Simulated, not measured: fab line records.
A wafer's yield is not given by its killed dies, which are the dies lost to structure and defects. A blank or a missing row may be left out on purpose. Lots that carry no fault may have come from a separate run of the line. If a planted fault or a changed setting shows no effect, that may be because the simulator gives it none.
fab line records | flow n5-finfet
record: lots: 9 | wafers: 25 | last-day: 18
route steps=1938 shown BEOL_M0_SAQP@676 BEOL_M4@1111 PASSIVATION@1936
lots untouched by any fault: they come from a run of this same line in which no faults occurred
start-h: hours from the record's first day to the start of the lot's first wafer shown | wait-h: hours elapsed since this lot's preceding step | " the same as in the row above | L1.1+2: one row covering several wafers at once | - no value present, or no start provided | * or withheld: withheld | < > ~ a bound
route shown NAME@n: names a module that has steps shown in the file, with the first one's number in the route | usual: mean/standard deviation of fault-free wafers | same: alike in all rows | chamber/n: place in a boat | sites: each site's reading | _std_site: how widely they spread, as a standard deviation | _edge_site: inner sites' mean taken away from outer sites' mean | radius-mm: for every site, how far away it sits from the centre of the wafer | mask NAME#n: copy n | behind: tool/chamber where the wafer was last shaped | hold: reason for holding the lot/hours on hold/outcome of the hold | device: names the non-switching transistor (n, p or np) | end of line: the same wafers' tests at the end of the route | a step without rows: its recipe alone | killed: dies lost to structure and defects at the first sort, not the wafer's yield | map: the dies of a wafer, with x for killed, . for not killed, _ for no die there
set.NAME: the run value of the setting; set.NAME@STEP: its run value at that earlier step | model.NAME: the simulator's own value behind a step, which no gauge read
steps of the route over a sample of lots; a table a step, a row a wafer
services: when a tool's chamber went out of use (start-h, in hours from the record's first day, below 0 if earlier), for how many hours, and the reason
== steps ==
step: N5_BEOL_M0_SAQP_SPACER2_ALD_26
recipe: material: SiO2 | target-thk-a: 150 | temp-c: 300 | ald-precursor-family: BDEAS | ald-co-reactant: O2-plasma | pulse-time-s: 1 | purge-time-s: 2 | co-reactant-purge-time-s: 2 | pressure-torr: 2
usual: chamber-pressure-Torr: 1.999/0.0041 | heater-power-w: 512/39 | precursor-pulse-height-rel: 0.999/0.019
lot.wafer | tool       | chamber | start-h | wait-h | chamber-pressure-Torr | heater-power-w | precursor-pulse-height-rel
L558.1    | ald-sin-03 | 3       | 111.82  | 0.1    | 1.991                 | 502            | 0.997
L558.2    | "          | 2       | "       | "      | 2.001                 | 543            | 1.000
L558.6    | "          | 0       | "       | "      | 1.997                 | 433            | 0.971
L560.1    | ald-sin-02 | 0       | 120.11  | 0.1    | 1.995                 | 513            | 1.011
L560.2    | "          | 2       | "       | "      | 1.994                 | 534            | 0.998
L560.4    | "          | 3       | "       | "      | 2.005                 | 511            | 1.014
L566.3    | ald-sin-03 | 0       | 162.06  | 0.1    | 1.998                 | 422            | 0.980
L566.4    | "          | 2       | "       | "      | 1.996                 | 545            | 1.030
L567.2    | ald-sin-03 | 3       | 168.37  | 0.1    | 2.003                 | 498            | 0.980
L567.6    | "          | 0       | "       | "      | 2.002                 | 435            | 0.979
L571.1    | ald-sin-02 | 0       | 185.44  | 0.1    | 2.000                 | 527            | 1.013
L571.3    | "          | 3       | "       | "      | 1.995                 | 503            | 0.982
L571.5    | "          | 2       | "       | "      | 1.996                 | 549            | 1.004
L572.2    | ald-sin-03 | 3       | 202.45  | 0.1    | 2.000                 | 485            | 1.023
L572.3    | "          | 0       | "       | "      | 1.999                 | 434            | 0.980
L572.5    | "          | 3       | "       | "      | 2.002                 | 483            | 1.027
L575.2    | ald-sin-04 | 0       | 209.45  | 0.1    | 2.005                 | 566            | 0.981
L575.4    | "          | 3       | "       | "      | 1.995                 | 472            | 1.002
L575.5    | "          | 1       | "       | "      | 1.997                 | 469            | 1.005
L577.1    | ald-sin-03 | 1       | 227.91  | 0.1    | 2.005                 | 524            | 1.013
L577.3    | "          | 3       | "       | "      | 1.998                 | 471            | 0.992
L577.6    | "          | 2       | "       | "      | 1.997                 | 532            | 1.012
L580.3    | ald-sin-02 | 1       | 257.89  | 0.1    | 1.988                 | 542            | 0.982
L580.4    | "          | 0       | "       | "      | 2.005                 | 530            | 1.006
L580.5    | "          | 3       | "       | "      | 2.004                 | 496            | 0.994
step: N5_BEOL_M0_SAQP_CD_MEAS_29
recipe: target-cd-nm: 14.4 | landing-energy-ev: 1000 | detector: se-inlens
usual: cd-nm: 14.99/0.22
lot.wafer | tool      | chamber | start-h | wait-h | cd-nm
L558.1    | cd-sem-01 | 0       | 112.57  | 0.1    | 14.68
L558.2    | "         | 0       | "       | "      | 14.95
L558.6    | "         | 0       | "       | "      | 14.71
L560.1    | cd-sem-03 | 0       | 120.86  | 0.1    | 15.12
L560.2    | "         | 0       | "       | "      | 15.02
L560.4    | "         | 0       | "       | "      | 14.91
L566.3    | cd-sem-02 | 0       | 162.81  | 0.1    | 15.14
L566.4    | "         | 0       | "       | "      | 14.87
L567.2    | cd-sem-02 | 0       | 169.12  | 0.1    | 14.95
L567.6    | "         | 0       | "       | "      | 14.80
L571.1    | cd-sem-01 | 0       | 186.18  | 0.1    | 14.89
L571.3    | "         | 0       | "       | "      | 15.16
L571.5    | "         | 0       | "       | "      | 14.94
L572.2    | cd-sem-03 | 0       | 203.20  | 0.1    | 14.51
L572.3    | "         | 0       | "       | "      | 14.65
L572.5    | "         | 0       | "       | "      | 15.31
L575.2    | cd-sem-02 | 0       | 210.20  | 0.1    | 14.85
L575.4    | "         | 0       | "       | "      | 15.25
L575.5    | "         | 0       | "       | "      | 15.34
L577.1    | cd-sem-03 | 0       | 228.76  | 0.1    | 14.94
L577.3    | "         | 0       | "       | "      | 14.86
L577.6    | "         | 0       | "       | "      | 15.11
L580.3    | cd-sem-03 | 0       | 258.65  | 0.1    | 14.96
L580.4    | "         | 0       | "       | "      | 15.09
L580.5    | "         | 0       | "       | "      | 14.86
step: N5_BEOL_M0_SAQP_ETCH_73
recipe: chemistry: CF4 | target: SiARC | target-depth-a: 195 | mask-material: CAR-EUV | time-s: 32.5 | ion-energy-ev: 80 | pressure-mtorr: 40 | source-w: 545 | bias-w: 36 | Ar_flow_sccm: 100 | cf4-flow-sccm: 100 | ends: cleared
usual: drypump-motor-current-A: 5.5/0.39 | etch-rf-on-time-s: 32.0/0.53 | oes-product-au: 0.70/0.072 | rf-vpp-V: 184.4/1.3 | showerhead-plenum-p-Torr: 2.17/0.076 | throttle-valve-pct: 15.58/0.25
lot.wafer | tool        | chamber | start-h | wait-h | drypump-motor-current-A | etch-rf-on-time-s | oes-product-au | rf-hours-counter-h | rf-vpp-V | showerhead-plenum-p-Torr | throttle-valve-pct
L558.1    | rie-diel-01 | 1       | 113.10  | 0.0    | 5.9                     | 32.2              | 0.79           | 11                 | 185.0    | 2.27                     | 15.08
L558.2    | "           | 2       | "       | "      | 5.5                     | 32.2              | 0.60           | 227                | 183.5    | 2.12                     | 15.80
L558.6    | "           | 3       | "       | "      | 5.4                     | 30.9              | 0.79           | -                  | 184.1    | 2.18                     | 15.45
L560.1    | rie-diel-01 | 2       | 121.38  | 0.0    | 5.5                     | 32.0              | 0.60           | 230                | 183.9    | 2.12                     | 15.81
L560.2    | "           | 1       | "       | "      | 5.9                     | 32.4              | 0.77           | 14                 | 185.8    | 2.27                     | 15.09
L560.4    | "           | 2       | "       | "      | 5.5                     | 32.1              | 0.60           | -                  | 185.3    | 2.12                     | 15.80
L566.3    | rie-diel-03 | 2       | 163.54  | 0.0    | 5.4                     | 31.7              | 0.73           | 76                 | 185.7    | 2.25                     | 15.79
L566.4    | "           | 1       | "       | "      | 5.9                     | 38.2              | 0.69           | 35                 | 185.2    | 2.18                     | 15.46
L567.2    | rie-diel-03 | 0       | 169.60  | 0.0    | 5.2                     | 31.7              | 0.60           | 232                | 183.8    | 2.04                     | 15.93
L567.6    | "           | 2       | "       | "      | 5.4                     | 37.6              | 0.66           | -                  | 186.0    | 2.25                     | 15.81
L571.1    | rie-diel-04 | 1       | 186.79  | 0.0    | 5.7                     | 32.7              | 0.71           | 72                 | 183.2    | 2.09                     | 15.27
L571.3    | "           | 2       | "       | "      | 5.8                     | 32.7              | 0.59           | 229                | 185.2    | 2.20                     | 15.88
L571.5    | "           | 0       | "       | "      | 5.8                     | 32.8              | 0.57           | -                  | 183.3    | 2.20                     | 15.91
L572.2    | rie-diel-01 | 1       | 203.87  | 0.0    | 6.0                     | 32.4              | 0.73           | 37                 | 186.4    | 2.26                     | 15.12
L572.3    | "           | 3       | "       | "      | 5.4                     | 31.2              | 0.75           | 52                 | 183.2    | 2.17                     | 15.53
L572.5    | "           | 1       | "       | "      | 6.0                     | 32.6              | 0.73           | -                  | 186.2    | 2.26                     | 15.15
L575.2    | rie-diel-04 | 0       | 211.70  | 0.0    | 5.8                     | 32.4              | 0.58           | 256                | 183.5    | 2.20                     | 15.92
L575.4    | "           | 2       | "       | "      | 5.7                     | 32.2              | 0.59           | -                  | 184.8    | 2.19                     | 15.89
L575.5    | "           | 0       | "       | "      | 5.8                     | 32.6              | 0.57           | -                  | 184.5    | 2.20                     | 15.92
L577.1    | rie-diel-01 | 2       | 230.17  | 0.0    | 5.5                     | 31.8              | 0.84           | 3                  | 184.2    | 2.11                     | 15.36
L577.3    | "           | 0       | "       | "      | 5.1                     | 32.4              | 0.72           | 64                 | 186.5    | 2.26                     | 15.53
L577.6    | "           | 2       | "       | "      | 5.5                     | 32.1              | 0.83           | -                  | 182.2    | 2.11                     | 15.36
L580.3    | rie-diel-03 | 1       | 259.13  | 0.0    | 6.0                     | 32.8              | 0.71           | 70                 | 184.7    | 2.17                     | 15.53
L580.4    | "           | 0       | "       | "      | 5.2                     | 31.3              | 0.80           | 7                  | 186.0    | 2.28                     | 15.48
L580.5    | "           | 0       | "       | "      | 5.2                     | 31.1              | 0.80           | -                  | 185.1    | 2.28                     | 15.48
step: N5_BEOL_M0_SAQP_ETCH_49
recipe: chemistry: CF4/O2 | target-depth-a: 370 | target: SiO2 | pressure-mtorr: 40 | source-w: 535 | bias-w: 49 | Ar_flow_sccm: 100 | cf4-flow-sccm: 100 | O2_flow_sccm: 10 | ion-energy-ev: 100
usual: drypump-motor-current-A: 5.6/0.41 | oes-product-au: 0.80/0.085 | rf-vpp-V: 241.4/2.7 | showerhead-plenum-p-Torr: 2.23/0.078 | throttle-valve-pct: 15.85/0.25
lot.wafer | tool        | chamber | start-h | wait-h | drypump-motor-current-A | oes-product-au | rf-hours-counter-h | rf-vpp-V | showerhead-plenum-p-Torr | throttle-valve-pct
L558.1    | rie-diel-01 | 3       | 114.03  | 0.3    | 5.4                     | 0.92           | 24                 | 243.3    | 2.25                     | 15.69
L558.2    | "           | 1       | "       | "      | 5.9                     | 0.91           | 11                 | 243.5    | 2.34                     | 15.33
L558.6    | "           | 3       | "       | "      | 5.4                     | 0.92           | -                  | 243.5    | 2.25                     | 15.69
L560.1    | rie-diel-04 | 0       | 122.14  | 0.3    | 5.8                     | 0.69           | 227                | 247.1    | 2.27                     | 16.10
L560.2    | "           | 2       | "       | "      | 5.8                     | 0.70           | 211                | 240.7    | 2.27                     | 16.07
L560.4    | "           | 2       | "       | "      | 5.8                     | 0.70           | -                  | 239.7    | 2.27                     | 16.07
L566.3    | rie-diel-03 | 2       | 164.35  | 0.3    | 5.4                     | 0.83           | 77                 | 238.1    | 2.32                     | 16.04
L566.4    | "           | 1       | "       | "      | 5.9                     | 0.88           | 36                 | 240.1    | 2.25                     | 15.70
L567.2    | rie-diel-04 | 2       | 170.36  | 0.3    | 5.7                     | 0.69           | 223                | 240.2    | 2.26                     | 16.09
L567.6    | "           | 3       | "       | "      | 6.5                     | 0.71           | -                  | 238.9    | 2.10                     | 15.97
L571.1    | rie-diel-01 | 3       | 188.49  | 0.3    | 5.4                     | 0.88           | 47                 | 241.6    | 2.24                     | 15.74
L571.3    | "           | 2       | "       | "      | 5.6                     | 0.70           | 247                | 240.1    | 2.18                     | 16.06
L571.5    | "           | 3       | "       | "      | 5.4                     | 0.88           | -                  | 243.6    | 2.24                     | 15.75
L572.2    | rie-diel-03 | 1       | 204.63  | 0.3    | 5.9                     | 0.86           | 49                 | 239.3    | 2.24                     | 15.73
L572.3    | "           | 3       | "       | "      | 4.8                     | 0.85           | 58                 | 241.3    | 2.14                     | 15.94
L572.5    | "           | 0       | "       | "      | 5.2                     | 0.69           | -                  | 236.9    | 2.09                     | 16.19
L575.2    | rie-diel-01 | 3       | 212.58  | 0.3    | 5.4                     | 0.85           | 56                 | 245.3    | 2.24                     | 15.76
L575.4    | "           | 3       | "       | "      | 5.4                     | 0.86           | -                  | 243.2    | 2.24                     | 15.77
L575.5    | "           | 1       | "       | "      | 6.0                     | 0.85           | -                  | 243.1    | 2.33                     | 15.40
L577.1    | rie-diel-03 | 2       | 230.98  | 0.3    | 5.4                     | 0.81           | 99                 | 240.5    | 2.31                     | 16.10
L577.3    | "           | 1       | "       | "      | 5.9                     | 0.84           | 59                 | 241.5    | 2.24                     | 15.73
L577.6    | "           | 2       | "       | "      | 5.4                     | 0.81           | -                  | 238.3    | 2.31                     | 16.09
L580.3    | rie-diel-01 | 1       | 259.88  | 0.3    | 5.9                     | 0.82           | 60                 | 243.2    | 2.32                     | 15.43
L580.4    | "           | 3       | "       | "      | 5.4                     | 0.84           | 74                 | 243.8    | 2.23                     | 15.79
L580.5    | "           | 1       | "       | "      | 5.9                     | 0.83           | -                  | 243.2    | 2.32                     | 15.43
step: N5_BEOL_M4_RC_MEAS_101
usual: DIBL_N: 36.4/1.3 | DIBL_P: 36.5/1.7 | IOFF_N: 0.154/0.022 | IOFF_P: 0.202/0.025 | ION_N: 671/9.8 | ION_P: 460/6.8 | SS_N: 71.6/0.54 | SS_P: 73.4/0.58 | VT_N: 250.9/2.8 | VT_P: -251.4/2.7
lot.wafer | tool      | chamber | start-h | wait-h | DIBL_N[mV/V] | DIBL_P[mV/V] | IOFF_N[nA/um] | IOFF_P[nA/um] | ION_N[uA/um] | ION_P[uA/um] | SS_N[mV/dec] | SS_P[mV/dec] | VT_N[mV] | VT_P[mV]
L558.1    | prober-01 | 0       | 167.88  | 0.0    | 39.0         | 37.2         | 0.176         | 0.213         | 686          | 469          | 73.3         | 74.2         | 247.0    | -251.2
L558.2    | "         | 0       | "       | "      | 39.4         | 37.7         | 0.183         | 0.222         | 683          | 461          | 72.5         | 74.1         | 247.6    | -249.5
L558.6    | "         | 0       | "       | "      | 40.5         | 39.9         | 0.224         | 0.259         | 697          | 477          | 72.8         | 74.2         | 244.5    | -250.8
L560.1    | prober-02 | 0       | 175.60  | 0.0    | 37.7         | 38.0         | 0.170         | 0.216         | 667          | 457          | 71.6         | 74.3         | 249.1    | -252.6
L560.2    | "         | 0       | "       | "      | 34.9         | 34.4         | 0.125         | 0.167         | 657          | 453          | 70.8         | 73.3         | 255.3    | -256.2
L560.4    | "         | 0       | "       | "      | 37.6         | 37.3         | 0.170         | 0.201         | 672          | 456          | 71.3         | 74.2         | 251.2    | -253.2
L566.3    | prober-02 | 0       | 222.97  | 0.3    | 38.1         | 39.3         | 0.194         | 0.264         | 684          | 474          | 72.1         | 73.9         | 247.2    | -247.0
L566.4    | "         | 0       | "       | "      | 35.6         | 35.2         | 0.135         | 0.194         | 664          | 461          | 71.9         | 73.4         | 253.0    | -250.1
L567.2    | prober-01 | 0       | 224.39  | 0.2    | 36.8         | 37.6         | 0.163         | 0.205         | 674          | 460          | 71.6         | 73.1         | 249.0    | -249.7
L567.6    | "         | 0       | "       | "      | 35.9         | 36.6         | 0.149         | 0.195         | 672          | 467          | 71.7         | 73.2         | 250.0    | -250.1
L571.1    | prober-02 | 0       | 230.72  | 0.0    | 36.2         | 36.7         | 0.164         | 0.205         | 681          | 464          | 71.7         | 72.6         | 250.9    | -250.8
L571.3    | "         | 0       | "       | "      | 35.1         | 35.4         | 0.143         | 0.187         | 671          | 459          | 71.8         | 72.5         | 252.5    | -251.6
L571.5    | "         | 0       | "       | "      | 34.2         | 33.9         | 0.132         | 0.176         | 671          | 458          | 71.3         | 72.5         | 251.3    | -253.4
L572.2    | prober-02 | 0       | 261.57  | 0.2    | 35.3         | 35.9         | 0.150         | 0.196         | 689          | 471          | 71.5         | 73.8         | 247.1    | -252.5
L572.3    | "         | 0       | "       | "      | 36.9         | 37.8         | 0.181         | 0.220         | 689          | 467          | 72.5         | 73.8         | 248.2    | -249.6
L572.5    | "         | 0       | "       | "      | 35.7         | 35.5         | 0.150         | 0.189         | 674          | 462          | 71.9         | 73.2         | 249.2    | -251.8
L575.2    | prober-01 | 0       | 268.42  | 0.2    | 34.8         | 34.5         | 0.125         | 0.172         | 655          | 449          | 71.9         | 72.9         | 256.1    | -255.7
L575.4    | "         | 0       | "       | "      | 35.5         | 35.5         | 0.136         | 0.194         | 660          | 458          | 71.4         | 73.9         | 254.0    | -254.8
L575.5    | "         | 0       | "       | "      | 36.8         | 36.3         | 0.145         | 0.209         | 659          | 458          | 71.2         | 73.0         | 250.3    | -253.4
L577.1    | prober-01 | 0       | 282.60  | 0.0    | 35.8         | 35.5         | 0.135         | 0.225         | 662          | 466          | 70.9         | 73.0         | 253.4    | -250.0
L577.3    | "         | 0       | "       | "      | 38.0         | 37.1         | 0.161         | 0.260         | 656          | 461          | 72.7         | 73.9         | 249.9    | -247.8
L577.6    | "         | 0       | "       | "      | 36.2         | 35.9         | 0.139         | 0.243         | 655          | 458          | 71.7         | 73.3         | 252.5    | -245.9
L580.3    | prober-01 | 0       | 310.98  | 0.3    | 34.7         | 34.7         | 0.130         | 0.191         | 662          | 459          | 71.6         | 72.5         | 253.3    | -251.2
L580.4    | "         | 0       | "       | "      | 35.0         | 35.3         | 0.134         | 0.199         | 679          | 466          | 70.6         | 72.7         | 251.0    | -248.1
L580.5    | "         | 0       | "       | "      | 35.2         | 36.0         | 0.145         | 0.215         | 672          | 464          | 71.2         | 72.4         | 250.8    | -249.1
step: N5_PASSIVATION_PROBE_49
usual: defect-limited-yield: 91.1/1.3 | killed_at_M0_to_M3: 34/10 | killed_at_M4_up: 14/5.7 | killed-at-contacts: 12/5.9 | killed-at-front-end: 41/12 | killed-at-other: 4/3.1 | killed-dies: 105/15 | killed-open: 69/11 | killed-short: 35/7.8 | sort_bin_5_function: 5.3/0.81 | sort_bin_6_memory: 3.3/0.75 | sort_bin_8_speed: 0.00/0.007 | sort-n-pass: 1075/15 | sort-yield-pct: 91.1/1.3
same: gross-dies: 1180 | killed-at-back-side: 0 | sort_bin_4_leakage[%]: 0
lot.wafer | tool      | chamber | start-h | wait-h | defect-limited-yield[%] | killed_at_M0_to_M3 | killed_at_M4_up | killed-at-contacts | killed-at-front-end | killed-at-other | killed-dies | killed-open | killed-short | sort_bin_5_function[%] | sort_bin_6_memory[%] | sort_bin_8_speed[%] | sort-n-pass | sort-yield-pct[%]
L566.3    | prober-02 | -       | 329.75  | 0.1    | 90.4                    | 39                 | 12              | 12                 | 48                  | 2               | 113         | 68          | 45           | 5.7                    | 3.6                  | 0                   | 1067        | 90.4
L566.4    | prober-02 | -       | 329.80  | 0.2    | 90.3                    | 29                 | 13              | 8                  | 59                  | 5               | 114         | 73          | 35           | 5.6                    | 3.5                  | 0                   | 1066        | 90.3
killed by level:class
L566.3 FIN_SAQP:geometric-particle:short=15 FIN_SAQP:geometric-particle:open=13 BEOL_M3:geometric-particle:open=10 BEOL_M2:geometric-particle:open=9 STI_FIN_REVEAL:geometric-particle:open=7 MOL_CONTACT_COAG:geometric-particle:open=6 MOL_CONTACT_COAG:geometric-particle:short=6 BEOL_M0_SAQP:geometric-particle:short=6
L566.4 FIN_SAQP:geometric-particle:open=22 FIN_SAQP:geometric-particle:short=14 BEOL_M2:geometric-particle:open=11 BEOL_M3:geometric-particle:open=7 MOL_CONTACT_COAG:geometric-particle:open=6 BEOL_M4:geometric-particle:open=5 HKMG_FIN:area-etch=5 BEOL_M1:geometric-particle:open=4
== services ==
tool        | chamber | start-h | hours | kind
rie-diel-04 | 1       | 89.19   | 5.1   | repair
ald-sin-03  | 1       | 101.55  | 18.4  | repair
rie-diel-01 | 0       | 102.36  | 22.0  | repair
rie-diel-04 | 1       | 105.96  | 14.5  | repair
rie-diel-04 | 3       | 120.72  | 9.8   | repair
rie-diel-03 | 2       | 147.89  | 8.5   | repair
rie-diel-04 | -       | 150.63  | 0.2   | repair
rie-diel-01 | 2       | 163.08  | 6.8   | repair
ald-sin-03  | -       | 177.86  | 14.0  | pm
ald-sin-03  | 0       | 177.86  | 14.0  | vent-cycle
rie-diel-04 | 0       | 179.56  | 5.8   | repair
rie-diel-04 | 3       | 185.77  | 45.5  | repair
rie-diel-01 | 2       | 199.95  | -     | clean
rie-diel-01 | 2       | 199.95  | -     | consumable-replace:focus-ring
rie-diel-03 | 0       | 219.55  | -     | clean
rie-diel-03 | 0       | 219.55  | -     | consumable-replace:focus-ring
rie-diel-03 | 0       | 219.55  | -     | consumable-replace:showerhead
rie-diel-03 | 0       | 219.55  | 19.9  | scheduled-down
rie-diel-03 | 0       | 219.55  | 19.9  | vent-cycle
rie-diel-04 | -       | 226.56  | 15.6  | pm
ald-sin-02  | -       | 229.82  | 0.6   | repair
ald-sin-04  | 2       | 236.79  | 53.0  | repair
rie-diel-04 | 1       | 246.44  | 6.6   | repair
rie-diel-04 | 2       | 248.61  | 3.7   | repair
== key ==
first-sign: step: N5_BEOL_M0_SAQP_ETCH_73 | reading: etch-rf-on-time-s | direction: up | sigmas: 11 | usual: * | struck: *
effect none on later readings
met-at N5_BEOL_M0_SAQP_ETCH_73
struck-lots L566,L567
struck-wafers L566.4,L567.6
not-acting-at N5_BEOL_M0_SAQP_SPACER2_ALD_26,N5_BEOL_M0_SAQP_CD_MEAS_29,N5_BEOL_M0_SAQP_ETCH_49
fault: kind: process-parameter-drift | tool: rie-diel-03 | chamber: - | onset-h: 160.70 | steps: N5_BEOL_M0_SAQP_ETCH_73 | channel: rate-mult | offset: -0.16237 | shape: step | end-h: 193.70 | scope: struck-wafers-only
